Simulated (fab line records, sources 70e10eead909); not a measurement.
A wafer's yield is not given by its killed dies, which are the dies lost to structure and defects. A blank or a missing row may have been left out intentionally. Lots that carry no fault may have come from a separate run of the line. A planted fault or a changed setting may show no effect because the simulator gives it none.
fab line records	flow nand_harc
record: lots: 13	wafers: 39	last_day: 33
route steps=1302 shown P_BONDPAD@375 THIN_TSV@1270 END@1302
lots untouched by any fault: they come from a run of this same line in which no faults occurred
start_h: hours from the record's opening day to when the first of the lot's shown wafers began	wait_h: time in hours since the lot's previous step	" same as the row above	L1.1+2: several wafers, shown together as one row	- either no value or no given start	* or withheld: withheld	< > ~ a bound
route shown NAME@n: NAME is a module with steps in the file, n the number in the route of the first one	usual: mean and standard deviation over wafers with no fault	same: alike in all rows	chamber/n: place in a boat	sites: readings site by site	_std_site: the values' standard deviation	_edge_site: the outer-site mean with the inner-site mean subtracted	radius_mm: for every site, how far away it sits from the centre of the wafer	mask NAME#n: copy n	behind: tool/chamber where the wafer was last shaped	hold: why the lot went on hold/how many hours it stayed there/how the hold came to an end	device: the transistor (n, p or np) that didn't switch	end of line: tests of these same wafers at the route's end	step lacking rows: just its recipe	killed: dies that structure and defects cost at the first sort, which is not the same as the wafer's yield	map: the dies of a wafer, with x for killed, . for not killed, _ for no die there
set.NAME: the setting as run; set.NAME@STEP: as run at that earlier step	model.NAME: the simulator's own value behind a step, which no gauge read
route steps across a sampled set of lots; one table per step, one row per wafer
services: a tool's chamber out of use, with start hour (start_h, from the record's first day; less than 0 if before it), hours out, and reason
== steps ==
step: NHARC_P_BONDPAD_PRE_CLEAN_26
recipe: time_s: 30	temp_c: 280	gas: H2/He
usual: heater_power_w: 416/55
lot.wafer	tool	chamber	start_h	wait_h	heater_power_w
L520.1	pvd_sputter-02	-	139.02	-	391
L520.4	"	-	"	"	368
L520.6	"	-	"	"	539
L521.2	pvd_sputter-02	-	142.86	-	401
L521.1	"	-	"	"	388
L521.5	"	-	"	"	371
L523.3	pvd_sputter-01	-	165.99	-	420
L523.2	"	-	"	"	482
L523.6	"	-	"	"	361
L524.3	pvd_sputter-01	-	177.91	-	428
L524.1	"	-	"	"	481
L524.6	"	-	"	"	414
L525.2	pvd_sputter-02	-	181.65	-	399
L525.1	"	-	"	"	552
L525.6	"	-	"	"	374
L527.3	pvd_sputter-01	-	209.93	-	428
L527.2	"	-	"	"	406
L527.4	"	-	"	"	490
L529.4	pvd_sputter-03	-	226.87	-	446
L529.2	"	-	"	"	432
L529.1	"	-	"	"	465
L531.1	pvd_sputter-01	-	243.31	-	387
L531.3	"	-	"	"	465
L531.2	"	-	"	"	410
L532.2	pvd_sputter-01	-	253.93	-	387
L532.1	"	-	"	"	466
L532.6	"	-	"	"	387
L534.3	pvd_sputter-02	-	283.00	-	539
L534.4	"	-	"	"	368
L534.6	"	-	"	"	399
L539.2	pvd_sputter-02	-	337.12	-	542
L539.4	"	-	"	"	383
L539.6	"	-	"	"	388
L541.1	pvd_sputter-01	-	342.48	-	389
L541.2	"	-	"	"	432
L541.5	"	-	"	"	480
L542.3	pvd_sputter-01	-	361.57	-	466
L542.5	"	-	"	"	415
L542.6	"	-	"	"	390
step: NHARC_THIN_TSV_DEGAS_49
recipe: temp_c: 300	time_s: 120
usual: heater_power_w: 473/59
lot.wafer	tool	chamber	start_h	wait_h	heater_power_w
L521.1	pvd_sputter-03	-	549.85	0.2	369
L521.2	"	-	"	"	491
L521.5	"	-	"	"	508
L520.4	pvd_sputter-01	-	560.44	0.1	442
L520.1	"	-	"	"	420
L520.6	"	-	"	"	445
L523.2	pvd_sputter-03	-	565.99	0.2	378
L523.3	"	-	"	"	490
L523.6	"	-	"	"	453
L525.2	pvd_sputter-03	-	583.62	0.1	513
L525.1	"	-	"	"	500
L525.6	"	-	"	"	509
L524.1	pvd_sputter-02	-	598.21	0.1	460
L524.3	"	-	"	"	458
L524.6	"	-	"	"	448
L527.4	pvd_sputter-01	-	617.04	0.1	524
L527.3	"	-	"	"	433
L527.2	"	-	"	"	478
L529.4	pvd_sputter-02	-	636.59	0.1	644
L529.2	"	-	"	"	452
L529.1	"	-	"	"	450
L532.2	pvd_sputter-01	-	655.56	0.1	521
L532.1	"	-	"	"	450
L532.6	"	-	"	"	537
L531.2	pvd_sputter-01	-	662.94	0.1	427
L531.3	"	-	"	"	490
L531.1	"	-	"	"	459
L534.4	pvd_sputter-03	-	681.00	0.1	366
L534.3	"	-	"	"	488
L534.6	"	-	"	"	376
L539.4	pvd_sputter-02	-	750.37	0.1	451
L539.2	"	-	"	"	420
L539.6	"	-	"	"	446
L541.1	pvd_sputter-01	-	758.42	0.1	453
L541.2	"	-	"	"	515
L541.5	"	-	"	"	527
L542.3	pvd_sputter-02	-	761.07	0.1	448
L542.6	"	-	"	"	627
L542.5	"	-	"	"	425
step: NHARC_THIN_TSV_PRE_CLEAN_50
recipe: time_s: 30	temp_c: 280	gas: H2/He
usual: heater_power_w: 413/49
lot.wafer	tool	chamber	start_h	wait_h	heater_power_w
L521.2	pvd_sputter-03	-	-	-	313
L521.1	"	-	"	"	442
L521.5	"	-	"	"	430
L520.1	pvd_sputter-01	-	-	-	475
L520.4	"	-	"	"	378
L520.6	"	-	"	"	390
L523.3	pvd_sputter-03	-	-	-	444
L523.2	"	-	"	"	436
L523.6	"	-	"	"	439
L525.2	pvd_sputter-03	-	-	-	397
L525.1	"	-	"	"	321
L525.6	"	-	"	"	390
L524.1	pvd_sputter-02	-	-	-	571
L524.3	"	-	"	"	409
L524.6	"	-	"	"	403
L527.4	pvd_sputter-01	-	-	-	388
L527.2	"	-	"	"	428
L527.3	"	-	"	"	405
L529.2	pvd_sputter-02	-	-	-	413
L529.4	"	-	"	"	384
L529.1	"	-	"	"	408
L532.1	pvd_sputter-01	-	-	-	411
L532.2	"	-	"	"	383
L532.6	"	-	"	"	460
L531.1	pvd_sputter-01	-	-	-	410
L531.3	"	-	"	"	381
L531.2	"	-	"	"	429
L534.3	pvd_sputter-03	-	-	-	432
L534.4	"	-	"	"	336
L534.6	"	-	"	"	425
L539.4	pvd_sputter-02	-	-	-	371
L539.2	"	-	"	"	552
L539.6	"	-	"	"	386
L541.2	pvd_sputter-01	-	-	-	374
L541.1	"	-	"	"	414
L541.5	"	-	"	"	390
L542.3	pvd_sputter-02	-	-	-	379
L542.5	"	-	"	"	373
L542.6	"	-	"	"	403
step: NHARC_THIN_TSV_STRIP_56
recipe: power_w: 1500	temp_c: 250	chemistry: O2
usual: drypump_motor_current_A: 5.4/0.45	heater_power_w: 353/17
lot.wafer	tool	chamber	start_h	wait_h	drypump_motor_current_A	heater_power_w	rf_hours_counter_h
L521.2	plasma_asher-01	0	553.48	0.1	5.2	349	4
L521.1	"	1	"	"	4.8	342	4
L521.5	"	1	"	"	4.8	337	-
L520.1	plasma_asher-01	0	564.24	0.1	5.2	360	7
L520.4	"	1	"	"	4.8	354	-
L520.6	"	1	"	"	4.8	342	-
L523.2	plasma_asher-01	1	569.89	0.1	4.8	342	8
L523.3	"	0	"	"	5.2	356	-
L523.6	"	1	"	"	4.8	344	-
L525.2	plasma_asher-02	1	587.38	0.1	5.9	339	34
L525.1	"	0	"	"	5.9	393	34
L525.6	"	0	"	"	5.8	388	-
L524.1	plasma_asher-02	0	601.86	0.1	5.8	396	37
L524.3	"	1	"	"	5.9	326	-
L524.6	"	0	"	"	5.9	398	-
L527.2	plasma_asher-01	0	620.82	0.2	5.2	359	19
L527.3	"	1	"	"	4.8	347	-
L527.4	"	0	"	"	5.2	363	-
L529.1	plasma_asher-02	0	640.24	0.1	5.8	364	5
L529.2	"	1	"	"	5.9	330	5
L529.4	"	0	"	"	5.8	363	-
L532.2	plasma_asher-01	0	659.34	0.1	5.2	357	27
L532.1	"	1	"	"	4.8	341	27
L532.6	"	0	"	"	5.2	372	-
L531.2	plasma_asher-01	1	666.71	0.1	4.8	348	28
L531.1	"	0	"	"	5.2	365	28
L531.3	"	1	"	"	4.8	355	-
L534.4	plasma_asher-01	0	684.85	0.2	5.2	361	-
L534.3	"	1	"	"	4.8	345	-
L534.6	"	1	"	"	4.8	350	-
L539.2	plasma_asher-02	0	754.20	0.1	5.9	361	30
L539.4	"	1	"	"	5.9	338	-
L539.6	"	1	"	"	5.9	331	-
L541.1	plasma_asher-01	0	762.23	0.1	5.2	380	12
L541.2	"	1	"	"	4.8	343	12
L541.5	"	0	"	"	5.2	376	-
L542.3	plasma_asher-01	1	764.89	0.2	4.8	342	-
L542.6	"	1	"	"	4.8	344	-
L542.5	"	0	"	"	5.2	385	-
step: NHARC_END_SORT_01
recipe: temp_c: 25
usual: defect_limited_yield: 92.7/2.6	killed_at_array: 45/18	killed_at_other: 0.9/1.3	killed_at_periphery: 3.7/2.2	killed_dies: 50/18	killed_open: 3.2/1.9	killed_short: 2.4/1.6	sort_bin_2_pct: 2.5/1.1	sort_bin_3_pct: 0.6/0.36	sort_bin_4_pct: 4.3/1.5	sort_n_pass: 627/18	sort_rim_yield_pct: 92/4.3	sort_yield_pct: 92.7/2.6
same: gross_dies: 677	sort_bin_5_pct[%]: 0	sort_bin_6_pct[%]: 0	sort_bin_7_pct[%]: 0	sort_bin_8_pct[%]: 0	sort_rim_n_gross: 106.00
lot.wafer	tool	chamber	start_h	wait_h	defect_limited_yield[%]	killed_at_array	killed_at_other	killed_at_periphery	killed_dies	killed_open	killed_short	sort_bin_2_pct[%]	sort_bin_3_pct[%]	sort_bin_4_pct[%]	sort_n_pass	sort_rim_yield_pct[%]	sort_yield_pct[%]
L532.1	prober-01	0	666.46	2.5	83.5	43	0	69	112	6	5	6.5	3.8	6.2	565	86	83.5
L532.2	prober-01	0	667.26	2.8	94.7	28	1	7	36	4	1	2.1	0.7	2.5	641	95	94.7
L532.6	prober-01	0	670.49	4.0	94.4	35	1	2	38	1	1	1.5	0.6	3.5	639	96	94.4
L531.1	prober-02	0	676.52	2.5	88.2	73	0	7	80	2	2	3.5	1.0	7.2	597	98	88.2
L531.2	prober-02	0	677.31	2.8	93.5	42	0	2	44	0	2	2.2	0.7	3.5	633	85	93.5
L531.3	prober-02	0	678.10	3.1	79.8	65	0	72	137	1	3	8.7	3.4	8.1	540	81	79.8
killed by level:class
L532.1 P_BONDPAD:unspecified=67 A_CHANNEL_HOLE_D2:chamber_film_flake=16 A_CHANNEL_HOLE_D1:chamber_film_flake=6 A_STAIRCASE:chamber_film_flake=4 A_SLIT:chamber_film_flake=3 A_ONON_D2:geometric_particle:short=2 A_CHANNEL_FILL_D2:geometric_particle:short=2 A_M1:chamber_film_flake=2
L532.2 A_CHANNEL_HOLE_D2:chamber_film_flake=8 A_CHANNEL_HOLE_D1:chamber_film_flake=6 A_STAIRCASE:chamber_film_flake=5 A_M1:chamber_film_flake=3 P_GATE:chamber_film_flake=3 P_BONDPAD:chamber_film_flake=2 P_CONTACT:geometric_particle:open=1 A_ONON_D1:geometric_particle:open=1
L532.6 A_CHANNEL_HOLE_D2:chamber_film_flake=19 A_CHANNEL_HOLE_D1:chamber_film_flake=7 A_SLIT:chamber_film_flake=3 A_STAIRCASE:chamber_film_flake=3 P_GATE:chamber_film_flake=2 A_CHANNEL_FILL_D1:geometric_particle:open=1 A_WL_FILL:geometric_particle:short=1 A_M1:chamber_film_flake=1
L531.1 A_CHANNEL_HOLE_D1:chamber_film_flake=32 A_SLIT:chamber_film_flake=31 P_GATE:chamber_film_flake=4 P_ZERO_WELL:chamber_film_flake=2 A_CHANNEL_HOLE_D2:chamber_film_flake=2 A_STAIRCASE:chamber_film_flake=2 P_M0:geometric_particle:open=1 A_CHANNEL_HOLE_D1:geometric_particle:short=1
L531.2 A_CHANNEL_HOLE_D1:chamber_film_flake=16 A_SLIT:chamber_film_flake=16 A_CONTACT:chamber_film_flake=3 A_STAIRCASE:chamber_film_flake=2 A_ONON_D1:geometric_particle:short=1 A_SGD_CUT:geometric_particle:short=1 P_GATE:chamber_film_flake=1 P_M0:chamber_film_flake=1
L531.3 P_BONDPAD:unspecified=67 A_SLIT:chamber_film_flake=34 A_CHANNEL_HOLE_D1:chamber_film_flake=17 A_STAIRCASE:chamber_film_flake=4 A_CONTACT:chamber_film_flake=4 P_ZERO_WELL:chamber_film_flake=2 P_GATE:chamber_film_flake=2 A_DECK1_JOINT:chamber_film_flake=2
== services ==
tool	chamber	start_h	hours	kind
plasma_asher-01	-	124.74	2.2	repair
plasma_asher-01	-	165.10	9.0	pm
pvd_sputter-03	-	170.00	10.0	pm
pvd_sputter-03	-	207.45	4.8	repair
pvd_sputter-01	-	226.00	10.0	pm
pvd_sputter-02	-	248.26	4.3	repair
pvd_sputter-02	-	283.59	10.0	pm
plasma_asher-01	-	342.10	9.0	pm
pvd_sputter-03	-	348.00	10.0	pm
pvd_sputter-01	-	373.03	3.8	repair
pvd_sputter-01	-	378.61	4.2	repair
plasma_asher-01	-	395.80	0.7	repair
pvd_sputter-01	-	398.70	4.2	repair
pvd_sputter-01	-	404.00	10.0	pm
pvd_sputter-02	-	461.59	10.0	pm
pvd_sputter-02	-	558.27	5.3	repair
pvd_sputter-01	-	561.65	1.5	repair
pvd_sputter-01	-	582.00	10.0	pm
pvd_sputter-02	-	596.48	1.2	repair
pvd_sputter-01	-	622.57	2.0	repair
pvd_sputter-02	-	639.59	10.0	pm
pvd_sputter-01	-	685.11	3.2	repair
pvd_sputter-01	-	721.07	3.1	repair
pvd_sputter-01	-	760.00	10.0	pm
== key ==
first_sign: step: NHARC_END_SORT_01	reading: killed_at_periphery	direction: up	sigmas: 30	usual: 3.7	struck: 70.5
effect: step: NHARC_END_SORT_01	reading: killed_dies	direction: up	sigmas: 4.2	usual: 50	struck: 124
more_kills_born_at: NHARC_P_BONDPAD_PRE_CLEAN_26@pvd_sputter-01: 134
met_at NHARC_P_BONDPAD_PRE_CLEAN_26
struck_lots L531,L532
struck_wafers L531.3,L532.1
not_acting_at NHARC_THIN_TSV_DEGAS_49,NHARC_THIN_TSV_PRE_CLEAN_50,NHARC_THIN_TSV_STRIP_56
onset_between 209.93 243.31
fault: kind: chamber_particle_source	tool: pvd_sputter-01	chamber: -	onset_h: 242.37	steps: NHARC_P_BONDPAD_PRE_CLEAN_26	rate_per_visit_cm2: 0.76655	end_h: 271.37	scope: struck_wafers_only
